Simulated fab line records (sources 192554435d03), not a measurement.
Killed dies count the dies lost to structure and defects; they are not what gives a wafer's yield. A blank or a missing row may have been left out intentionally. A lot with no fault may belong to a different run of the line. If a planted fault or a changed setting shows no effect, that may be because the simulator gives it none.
Lot-split experiment + flow n5 finfet + 21 wafers read from 7 lots, route of 1938 steps

ABOUT THE SPLIT
At N5_BEOL_M9_COAT_22 (resist thk 30 nm), the setting spin rpm was moved away from the recipe's 1500 rpm on 7 of the 21 wafers read, by -7.3% to +10.2%. All remaining wafers had this setting at the recipe value.

The reading comes from the split's own step.

THE READING
CAR-EUV_of_BEOL_M9_COAT_22.thk nm (the simulator's own value, which no gauge read), in nm, at N5_BEOL_M9_COAT_22 (resist thk 30 nm). There is no usual value for it anywhere in the file. Across the 14 wafers here that went through the recipe, the average is 30.0 nm and the standard deviation 0.091 nm.

| wafer  | tool, chamber at the split | spin rpm as run, rpm | against the recipe | CAR-EUV_of_BEOL_M9_COAT_22.thk nm, nm | against lot-mates on the recipe |
|--------|----------------------------|----------------------|--------------------|---------------------------------------|---------------------------------|
| L082.1 | litho track-05, 0          | 1406                 | -6.3%              | 31                                    | +1.0                            |
| L082.6 | litho track-05, 0          | 1406                 | -6.3%              | 31                                    | +1.0                            |
| L082.2 | litho track-05, 0          | 1500                 | recipe             | 30                                    | -                               |
| L083.1 | litho track-03, 0          | 1500                 | recipe             | 30                                    | -                               |
| L083.4 | litho track-03, 0          | 1500                 | recipe             | 29.8                                  | -                               |
| L083.6 | litho track-03, 0          | 1653                 | +10.2%             | 28.4                                  | -1.5                            |
| L087.1 | litho track-05, 0          | 1500                 | recipe             | 30                                    | -                               |
| L087.4 | litho track-05, 0          | 1500                 | recipe             | 30.2                                  | -                               |
| L087.6 | litho track-05, 0          | 1500                 | recipe             | 30.2                                  | -                               |
| L090.2 | litho track-03, 0          | 1500                 | recipe             | 30                                    | -                               |
| L090.3 | litho track-03, 0          | 1500                 | recipe             | 30                                    | -                               |
| L090.5 | litho track-03, 0          | 1500                 | recipe             | 30                                    | -                               |
| L092.1 | litho track-02, 0          | 1500                 | recipe             | 30                                    | -                               |
| L092.3 | litho track-02, 0          | 1500                 | recipe             | 30                                    | -                               |
| L092.5 | litho track-02, 0          | 1500                 | recipe             | 30                                    | -                               |
| L093.3 | litho track-05, 0          | 1390                 | -7.3%              | 31                                    | +1.0                            |
| L093.4 | litho track-05, 0          | 1390                 | -7.3%              | 31.2                                  | +1.2                            |
| L093.6 | litho track-05, 0          | 1500                 | recipe             | 30                                    | -                               |
| L094.1 | litho track-02, 0          | 1582                 | +5.5%              | 29                                    | -1.0                            |
| L094.5 | litho track-02, 0          | 1582                 | +5.5%              | 29.2                                  | -0.8                            |
| L094.6 | litho track-02, 0          | 1500                 | recipe             | 30                                    | -                               |

FIT RESULTS
A straight line over all 21 wafers: CAR-EUV_of_BEOL_M9_COAT_22.thk nm changes by -0.157 nm for each +1% of spin rpm; r = -0.99; the points scatter about the line by 0.094 nm.
The same after taking each lot's own level away (the mean of its wafers on the recipe; 21 wafers): -0.154 nm for each +1%; r = -0.99; scatter 0.073 nm.
The reading moves by 1.6 nm for the largest change in spin rpm, on that fit.
Measured against the standard deviation above, the lots' own levels, which go from 29.90 to 30.13 nm, span 2.6 times it.
Consequently the slope shifts little with the lot-to-lot level, the two slopes agreeing.
Check: for one of the wafers moved furthest among these (+10.2%), held out of the fit, the line's prediction against its lot-mates is -1.61 nm. Against them it came out at -1.5 nm.

OTHER SPLITS APPLIED TO THESE WAFERS
These wafers also went through other splits before the reading. Each is held against what the fit with the lots' levels taken away leaves over:
| other split on the same wafers | wafers away from the commonest value | r with CAR-EUV_of_BEOL_M9_COAT_22.thk nm (lot level and that fit taken away) |
|--------------------------------|--------------------------------------|------------------------------------------------------------------------------|
| N5_BEOL_M2_VIA_ETCH_34 time s  | 11                                   | +0.01                                                                        |
| N5_BEOL_M5_COAT_65 spin rpm    | 9                                    | +0.42                                                                        |
| N5_BEOL_M5_COAT_22 spin rpm    | 7                                    | -0.07                                                                        |
| N5_BEOL_M5_ETCH_41 source w    | 8                                    | -0.09                                                                        |
| N5_BEOL_M8_ILD_DEP_00 time s   | 3                                    | -0.46                                                                        |
| N5_BEOL_M8_COAT_22 spin rpm    | 2                                    | +0.11                                                                        |

FILE'S OWN FIT
CAR-EUV_of_BEOL_M9_COAT_22.thk nm changes by -0.152 nm for each +1% of spin rpm, r = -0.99.
